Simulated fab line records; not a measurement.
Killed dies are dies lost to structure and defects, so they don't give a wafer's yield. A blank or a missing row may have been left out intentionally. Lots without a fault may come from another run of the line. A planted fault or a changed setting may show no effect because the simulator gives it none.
fab line records    flow nandHarc
[record] lots = 13  wafers = 33  lastDay = 35
route steps=1302 shown P_BONDPAD@376 A_ZERO_WELL@396 END@1302
lots that met no fault: from a run of the same line without faults
startH: hours from the record's first day to the start of the lot's first wafer shown    waitH: how many hours have passed since the lot's step before this one    " the same as in the row above    L1.1+2: several wafers, shown together as one row    - no value, or no start given    * or withheld: withheld    < > ~ a bound
route shown NAME@n: NAME is a module with steps in the file, n the number in the route of the first one    usual: mean/standard deviation taken from wafers without a fault    same: alike in all rows    chamber/n: place in a boat    sites: the reading at each site    _std_site: the values' standard deviation    _edge_site: the outer-site mean with the inner-site mean subtracted    radiusMm: how far each site lies from the wafer's centre    mask NAME#n: copy n    behind: tool/chamber where the wafer was last shaped    hold: what put the lot on hold/how long, in hours/how the hold closed    device: transistor that didn't switch, given as n, p or np    end of line: the tests these same wafers got at the end of their route    where a step has no rows: the recipe by itself    killed: at the first sort, the dies lost to defects and structure; wafer yield is something else    map: dies across one wafer; x = killed, . = not, _ = none there
set.NAME: the run value of the setting; set.NAME@STEP: its run value at that earlier step    model.NAME: the simulator's own value behind a step, which no gauge read
one table for each step of the route and one row for each wafer, over a sample of lots
services: when a tool's chamber went out of use (startH, in hours from the record's first day, below 0 if earlier), for how many hours, and the reason
[[steps]]
[step NHARC_P_BONDPAD_PVD_17]
[recipe] targetThkA = 50  biasV = 168.6  powerW = 15000  chamberPressurePa = 0.12  timeS = 8.06  substrateTempC = 50  material = TaN
[usual] throttleValvePct = 29.8/1.2
lot.wafer  tool           chamber  startH  waitH  throttleValvePct
L326.2     pvdSputter-03  -        -       -      27.6
L326.3     "              -        "       "      30.6
L326.5     "              -        "       "      29.8
L328.4     pvdSputter-02  -        -       -      29.4
L328.2     "              -        "       "      30.1
L328.5     "              -        "       "      29.3
L330.1     pvdSputter-01  -        -       -      31.1
L330.3     "              -        "       "      27.3
L330.5     "              -        "       "      31.0
L335.1     pvdSputter-03  -        -       -      31.8
L335.2     "              -        "       "      30.4
L335.4     "              -        "       "      28.8
L331.1     pvdSputter-01  -        250.04  -      30.6
L337.3     pvdSputter-02  -        -       -      29.3
L338.3     pvdSputter-01  -        -       -      27.1
L344.1     pvdSputter-01  -        -       -      27.3
L344.6     "              -        "       "      30.4
L344.5     "              -        "       "      27.0
L345.1     pvdSputter-02  -        -       -      30.3
L345.2     "              -        "       "      30.2
L345.5     "              -        "       "      30.3
L346.3     pvdSputter-01  -        -       -      30.5
L346.2     "              -        "       "      30.4
L346.1     "              -        "       "      29.5
L347.1     pvdSputter-01  -        -       -      27.2
L347.3     "              -        "       "      30.4
L347.5     "              -        "       "      27.3
L348.3     pvdSputter-03  -        -       -      30.3
L348.6     "              -        "       "      30.5
L348.5     "              -        "       "      28.7
L349.3     pvdSputter-02  -        -       -      30.2
L349.2     "              -        "       "      31.0
L349.6     "              -        "       "      30.2
[step NHARC_P_BONDPAD_PVD_27]
[recipe] targetThkA = 300  chamberPressurePa = 5  powerW = 5000  substrateTempC = 30  timeS = 20.49  material = Cu
[usual] throttleValvePct = 29.8/1.1
lot.wafer  tool           chamber  startH  waitH  throttleValvePct
L326.2     pvdSputter-03  -        -       -      30.6
L326.3     "              -        "       "      27.6
L326.5     "              -        "       "      29.7
L328.4     pvdSputter-02  -        -       -      30.2
L328.2     "              -        "       "      30.2
L328.5     "              -        "       "      30.2
L330.3     pvdSputter-01  -        -       -      30.7
L330.1     "              -        "       "      29.6
L330.5     "              -        "       "      27.0
L335.4     pvdSputter-03  -        -       -      29.7
L335.2     "              -        "       "      31.5
L335.1     "              -        "       "      29.1
L331.1     pvdSputter-01  -        -       -      29.5
L337.3     pvdSputter-02  -        -       -      30.4
L338.3     pvdSputter-01  -        -       -      30.5
L344.1     pvdSputter-01  -        -       -      29.5
L344.5     "              -        "       "      29.8
L344.6     "              -        "       "      30.4
L345.1     pvdSputter-02  -        -       -      30.4
L345.2     "              -        "       "      30.5
L345.5     "              -        "       "      29.7
L346.2     pvdSputter-01  -        -       -      27.4
L346.3     "              -        "       "      30.9
L346.1     "              -        "       "      29.7
L347.3     pvdSputter-01  -        -       -      30.7
L347.1     "              -        "       "      27.3
L347.5     "              -        "       "      30.7
L348.3     pvdSputter-03  -        -       -      30.3
L348.5     "              -        "       "      28.5
L348.6     "              -        "       "      30.4
L349.3     pvdSputter-02  -        -       -      30.0
L349.2     "              -        "       "      30.0
L349.6     "              -        "       "      30.3
[step NHARC_A_ZERO_WELL_SOFTBAKE_05]
[recipe] tempC = 125  timeS = 70
[usual] heaterPowerTotalW = 201.0/1.3  plateTempC = 125.00/0.14
lot.wafer  tool           chamber  startH  waitH  heaterPowerTotalW  plateTempC
L326.2     lithoTrack-02  0        135     -      200.1              124.97
L326.3     "              0        "       "      199.9              124.99
L326.5     "              0        "       "      200.5              124.90
L328.2     lithoTrack-02  0        153     -      199.0              125.03
L328.4     "              0        "       "      199.7              125.00
L328.5     "              0        "       "      201.8              125.05
L330.1     lithoTrack-02  0        239     -      200.0              125.01
L330.3     "              0        "       "      202.6              125.06
L330.5     "              0        "       "      198.9              124.76
L335.1     lithoTrack-07  0        244     -      199.2              124.62
L335.2     "              0        "       "      201.8              124.76
L335.4     "              0        "       "      201.2              124.78
L331.1     lithoTrack-03  0        252     -      206.9              -
L337.3     lithoTrack-03  0        253     -      202.7              125.03
L338.3     lithoTrack-03  0        257     -      200.3              125.29
L344.1     lithoTrack-03  0        321     -      202.5              125.19
L344.5     "              0        "       "      201.4              124.94
L344.6     "              0        "       "      202.6              125.18
L345.1     lithoTrack-07  0        323     -      200.9              124.97
L345.2     "              0        "       "      202.2              124.96
L345.5     "              0        "       "      201.3              124.67
L346.1     lithoTrack-02  0        334     -      202.4              124.98
L346.2     "              0        "       "      201.2              124.96
L346.3     "              0        "       "      200.4              124.97
L347.1     lithoTrack-03  0        355     -      202.6              125.09
L347.3     "              0        "       "      200.5              125.00
L347.5     "              0        "       "      199.1              125.18
L348.3     lithoTrack-07  0        361     -      202.4              124.95
L348.5     "              0        "       "      202.2              125.00
L348.6     "              0        "       "      199.3              124.99
L349.2     lithoTrack-03  0        365     -      201.8              125.10
L349.3     "              0        "       "      200.4              124.84
L349.6     "              0        "       "      202.6              125.03
[step NHARC_A_ZERO_WELL_CD_MEAS_10]
[recipe] targetCdNm = 2000  landingEnergyEv = 500
[usual] cdNm = 2000.8/1.8
lot.wafer  tool      chamber  startH  waitH  cdNm
L326.2     cdSem-03  0        135.45  -      2000.5
L326.3     "         0        "       "      1998.6
L326.5     "         0        "       "      2002.7
L328.2     cdSem-02  0        153.84  -      1998.9
L328.4     "         0        "       "      2001.7
L328.5     "         0        "       "      2000.2
L330.1     cdSem-02  0        239.59  -      2002.1
L330.3     "         0        "       "      2000.4
L330.5     "         0        "       "      1997.6
L335.1     cdSem-01  0        244.77  -      1999.9
L335.2     "         0        "       "      1999.9
L335.4     "         0        "       "      2000.4
L331.1     cdSem-02  0        252.94  -      1999.1
L337.3     cdSem-02  0        254.23  -      1999.3
L338.3     cdSem-03  0        257.71  -      1999.8
L344.1     cdSem-01  0        321.90  -      1999.8
L344.5     "         0        "       "      1998.7
L344.6     "         0        "       "      2000.5
L345.1     cdSem-01  0        324.03  -      2002.3
L345.2     "         0        "       "      2002.8
L345.5     "         0        "       "      2002.0
L346.1     cdSem-01  0        335.06  -      1999.5
L346.2     "         0        "       "      2000.3
L346.3     "         0        "       "      1999.8
L347.1     cdSem-01  0        355.74  -      1998.9
L347.3     "         0        "       "      2000.9
L347.5     "         0        "       "      1999.5
L348.3     cdSem-03  0        361.47  -      2000.6
L348.5     "         0        "       "      1999.7
L348.6     "         0        "       "      1999.8
L349.2     cdSem-01  0        366.30  -      2003.9
L349.3     "         0        "       "      2002.1
L349.6     "         0        "       "      2000.7
[step NHARC_END_SORT_01]
[recipe] tempC = 25
[usual] killedAtArray = 54/18  killedAtOther = 0.9/1.2  killedAtPeriphery = 4.4/2.9  killedDies = 59/18  killedOpen = 3.2/1.8  killedShort = 2.6/1.8
[same] grossDies = 677
lot.wafer  tool       chamber  startH  waitH  killedAtArray  killedAtOther  killedAtPeriphery  killedDies  killedOpen  killedShort
L335.2     prober-02  0        713.34  2.8    71             1              0                  72          5           6
// killed by level:class
L335.2 A_SLIT:chamberFilmFlake=30 A_CHANNEL_HOLE_D2:chamberFilmFlake=18 A_CHANNEL_HOLE_D1:chamberFilmFlake=6 A_WL_FILL:chamberFilmFlake=3 A_CHANNEL_FILL_D2:geometricParticle:short=2 A_SOURCE_PLATE:geometricParticle:open=1 A_ONON_D1:geometricParticle:short=1 A_DECK1_JOINT:geometricParticle:open=1
[[services]]
tool           chamber  startH  hours  kind
pvdSputter-01  -        108.80  9.2    repair
pvdSputter-03  -        124.56  1.7    repair
pvdSputter-01  -        134.35  22.0   repair
pvdSputter-01  -        160.34  2.3    repair
pvdSputter-03  -        170.03  10.0   pm
pvdSputter-02  -        181.72  0.8    repair
pvdSputter-03  -        189.44  9.0    repair
pvdSputter-01  -        226.00  10.0   pm
lithoTrack-02  -        227.00  7.0    pm
lithoTrack-07  -        251.00  7.0    pm
lithoTrack-03  -        275.00  7.0    pm
pvdSputter-02  -        282.02  10.0   pm
pvdSputter-03  -        348.03  10.0   pm
[[key]]
[firstSign] step = NHARC_A_ZERO_WELL_SOFTBAKE_05  reading = heaterPowerTotalW  direction = up  sigmas = 4.6  usual = *  struck = *
effect none on later readings
metAt NHARC_A_ZERO_WELL_SOFTBAKE_05
struckLots L331
struckWafers L331.1
testerLeftOut L331
notActingAt NHARC_P_BONDPAD_PVD_17,NHARC_P_BONDPAD_PVD_27,NHARC_A_ZERO_WELL_CD_MEAS_10
[fault] kind = processParameterDrift  tool = lithoTrack-03  chamber = -  onsetH = 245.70  steps = NHARC_A_ZERO_WELL_SOFTBAKE_05  channel = timeS  offset = *  shape = step  endH = 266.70  scope = struckWafersOnly  actsIn = *  stated = *
// testerLeftOut: of these lots the tester's yield and bins aren't shown, on N5 and GAA mostly nor the transistor test; their killed dies are dies lost to structure and defects alone, not to doping, threshold or leakage, so they don't give the yield
